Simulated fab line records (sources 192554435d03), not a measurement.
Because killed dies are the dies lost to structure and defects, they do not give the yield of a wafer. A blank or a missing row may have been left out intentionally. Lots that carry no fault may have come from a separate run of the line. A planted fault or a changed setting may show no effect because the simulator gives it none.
Split-lot trial :: flow n5-finfet :: 7 lots, 21 wafers read, on a route of 1938 steps

== ABOUT THE SPLIT ==
At N5_DUMMY_GATE_DESCUM_20 (chemistry O2, time 6.2 s), the setting time-s was moved away from the recipe's 6.2 s on 10 of the 21 wafers read, by -19.3% to +22.1%. For the rest of the wafers, this setting stayed at what the recipe calls for.

The reading comes from the split's own step.

== THE READING ==
CAR-EUV_of_DUMMY_GATE_COAT_09.thk-nm (the simulator's own value, which no gauge read), in nm, at N5_DUMMY_GATE_DESCUM_20 (chemistry O2, time 6.2 s). The file does not state a usual value for it. Across the 11 wafers here that went through the recipe, the average is 26.5 nm and the standard deviation 0.1 nm.

wafer: L079.3
tool, chamber at the split: rie-diel-01, 1,0
time-s as run, s: 6.2
against the recipe: recipe
CAR-EUV_of_DUMMY_GATE_COAT_09.thk-nm, nm: 26.4
against lot-mates on the recipe: -

wafer: L079.4
tool, chamber at the split: rie-diel-01, 1,0
time-s as run, s: 6.2
against the recipe: recipe
CAR-EUV_of_DUMMY_GATE_COAT_09.thk-nm, nm: 26.4
against lot-mates on the recipe: -

wafer: L079.6
tool, chamber at the split: rie-diel-01, 0
time-s as run, s: 6.878
against the recipe: +10.9%
CAR-EUV_of_DUMMY_GATE_COAT_09.thk-nm, nm: 26.2
against lot-mates on the recipe: -0.2

wafer: L081.1
tool, chamber at the split: rie-diel-03, 0,1
time-s as run, s: 6.2
against the recipe: recipe
CAR-EUV_of_DUMMY_GATE_COAT_09.thk-nm, nm: 26.4
against lot-mates on the recipe: -

wafer: L081.4
tool, chamber at the split: rie-diel-03, 0,1
time-s as run, s: 6.2
against the recipe: recipe
CAR-EUV_of_DUMMY_GATE_COAT_09.thk-nm, nm: 26.4
against lot-mates on the recipe: -

wafer: L081.2
tool, chamber at the split: rie-diel-03, 2
time-s as run, s: 5.406
against the recipe: -12.8%
CAR-EUV_of_DUMMY_GATE_COAT_09.thk-nm, nm: 26.8
against lot-mates on the recipe: +0.4

wafer: L088.1
tool, chamber at the split: rie-diel-02, 1,2
time-s as run, s: 5.001
against the recipe: -19.3%
CAR-EUV_of_DUMMY_GATE_COAT_09.thk-nm, nm: 27.2
against lot-mates on the recipe: no lot-mate on the recipe

wafer: L088.4
tool, chamber at the split: rie-diel-02, 1,2
time-s as run, s: 5.001
against the recipe: -19.3%
CAR-EUV_of_DUMMY_GATE_COAT_09.thk-nm, nm: 27.2
against lot-mates on the recipe: no lot-mate on the recipe

wafer: L088.3
tool, chamber at the split: rie-diel-02, 3
time-s as run, s: 5.001
against the recipe: -19.3%
CAR-EUV_of_DUMMY_GATE_COAT_09.thk-nm, nm: 27
against lot-mates on the recipe: no lot-mate on the recipe

wafer: L091.2
tool, chamber at the split: rie-diel-02, 2
time-s as run, s: 7.114
against the recipe: +14.7%
CAR-EUV_of_DUMMY_GATE_COAT_09.thk-nm, nm: 26
against lot-mates on the recipe: no lot-mate on the recipe

wafer: L091.3
tool, chamber at the split: rie-diel-02, 1,3
time-s as run, s: 7.114
against the recipe: +14.7%
CAR-EUV_of_DUMMY_GATE_COAT_09.thk-nm, nm: 25.8
against lot-mates on the recipe: no lot-mate on the recipe

wafer: L091.5
tool, chamber at the split: rie-diel-02, 1,3
time-s as run, s: 7.114
against the recipe: +14.7%
CAR-EUV_of_DUMMY_GATE_COAT_09.thk-nm, nm: 25.8
against lot-mates on the recipe: no lot-mate on the recipe

wafer: L094.3
tool, chamber at the split: rie-diel-03, 3,0
time-s as run, s: 7.571
against the recipe: +22.1%
CAR-EUV_of_DUMMY_GATE_COAT_09.thk-nm, nm: 25.8
against lot-mates on the recipe: -0.8

wafer: L094.6
tool, chamber at the split: rie-diel-03, 3,0
time-s as run, s: 7.571
against the recipe: +22.1%
CAR-EUV_of_DUMMY_GATE_COAT_09.thk-nm, nm: 25.8
against lot-mates on the recipe: -0.8

wafer: L094.4
tool, chamber at the split: rie-diel-03, 0
time-s as run, s: 6.2
against the recipe: recipe
CAR-EUV_of_DUMMY_GATE_COAT_09.thk-nm, nm: 26.6
against lot-mates on the recipe: -

wafer: L095.2
tool, chamber at the split: rie-diel-02, 2,1
time-s as run, s: 6.2
against the recipe: recipe
CAR-EUV_of_DUMMY_GATE_COAT_09.thk-nm, nm: 26.4
against lot-mates on the recipe: -

wafer: L095.3
tool, chamber at the split: rie-diel-02, 2,1
time-s as run, s: 6.2
against the recipe: recipe
CAR-EUV_of_DUMMY_GATE_COAT_09.thk-nm, nm: 26.4
against lot-mates on the recipe: -

wafer: L095.6
tool, chamber at the split: rie-diel-02, 3
time-s as run, s: 6.2
against the recipe: recipe
CAR-EUV_of_DUMMY_GATE_COAT_09.thk-nm, nm: 26.6
against lot-mates on the recipe: -

wafer: L096.3
tool, chamber at the split: rie-diel-03, 1,1,3
time-s as run, s: 6.2
against the recipe: recipe
CAR-EUV_of_DUMMY_GATE_COAT_09.thk-nm, nm: 26.6
against lot-mates on the recipe: -

wafer: L096.4
tool, chamber at the split: rie-diel-03, 1,1,3
time-s as run, s: 6.2
against the recipe: recipe
CAR-EUV_of_DUMMY_GATE_COAT_09.thk-nm, nm: 26.6
against lot-mates on the recipe: -

wafer: L096.6
tool, chamber at the split: rie-diel-03, 1,1,3
time-s as run, s: 6.2
against the recipe: recipe
CAR-EUV_of_DUMMY_GATE_COAT_09.thk-nm, nm: 26.6
against lot-mates on the recipe: -
Where a row lists several chambers, the file gives one row for several wafers and doesn't say which wafer went through which chamber.

THE FIT
A straight line over all 21 wafers: CAR-EUV_of_DUMMY_GATE_COAT_09.thk-nm changes by -0.0336 nm for each +1% of time-s; r = -0.97; the points scatter about the line by 0.11 nm.
The same after taking each lot's own level away (the mean of its wafers on the recipe; 15 wafers): -0.0339 nm for each +1%; r = -0.98; scatter 0.069 nm.
That fit puts the effect of the largest move of time-s on the reading at 0.75 nm.
From 26.40 to 26.60 nm: that is the span of the lots' own levels, equal to 2.0 times the standard deviation above.
The two slopes are in agreement: the lot-to-lot level therefore moves the slope only a little.
Check: for one of the wafers moved furthest among these (+22.1%), held out of the fit, the line's prediction against its lot-mates is -0.714 nm. Against them it came out at -0.8 nm.

== OTHER SPLITS ON THESE WAFERS ==
Other splits were also applied to these wafers ahead of the reading. Each is held against what the fit with the lots' levels taken away leaves over:
other split on the same wafers: N5_ZERO_LAYER_PECVD_02 time-s
wafers away from the commonest value: 7
r with CAR-EUV_of_DUMMY_GATE_COAT_09.thk-nm (lot level and that fit taken away): +0.19

other split on the same wafers: N5_ZERO_LAYER_EXPOSE_08 dose-mj
wafers away from the commonest value: 6
r with CAR-EUV_of_DUMMY_GATE_COAT_09.thk-nm (lot level and that fit taken away): +0.37

other split on the same wafers: N5_PMOS_HMC_CHANNEL_EPI_PEB_07 peb-time-s
wafers away from the commonest value: 9
r with CAR-EUV_of_DUMMY_GATE_COAT_09.thk-nm (lot level and that fit taken away): +0.37

other split on the same wafers: N5_PMOS_HMC_CHANNEL_EPI_DEVELOP_08 develop-time-s
wafers away from the commonest value: 5
r with CAR-EUV_of_DUMMY_GATE_COAT_09.thk-nm (lot level and that fit taken away): +0.49

other split on the same wafers: N5_FIN_CUT_COAT_19 spin-rpm
wafers away from the commonest value: 6
r with CAR-EUV_of_DUMMY_GATE_COAT_09.thk-nm (lot level and that fit taken away): +0.10

other split on the same wafers: N5_FIN_CUT_COAT_29 spin-rpm
wafers away from the commonest value: 7
r with CAR-EUV_of_DUMMY_GATE_COAT_09.thk-nm (lot level and that fit taken away): +0.09

other split on the same wafers: N5_DUMMY_GATE_COAT_28 spin-rpm
wafers away from the commonest value: 7
r with CAR-EUV_of_DUMMY_GATE_COAT_09.thk-nm (lot level and that fit taken away): -0.06

== THE FILE'S OWN FIT ==
CAR-EUV_of_DUMMY_GATE_COAT_09.thk-nm changes by -0.0324 nm for each +1% of time-s, r = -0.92.
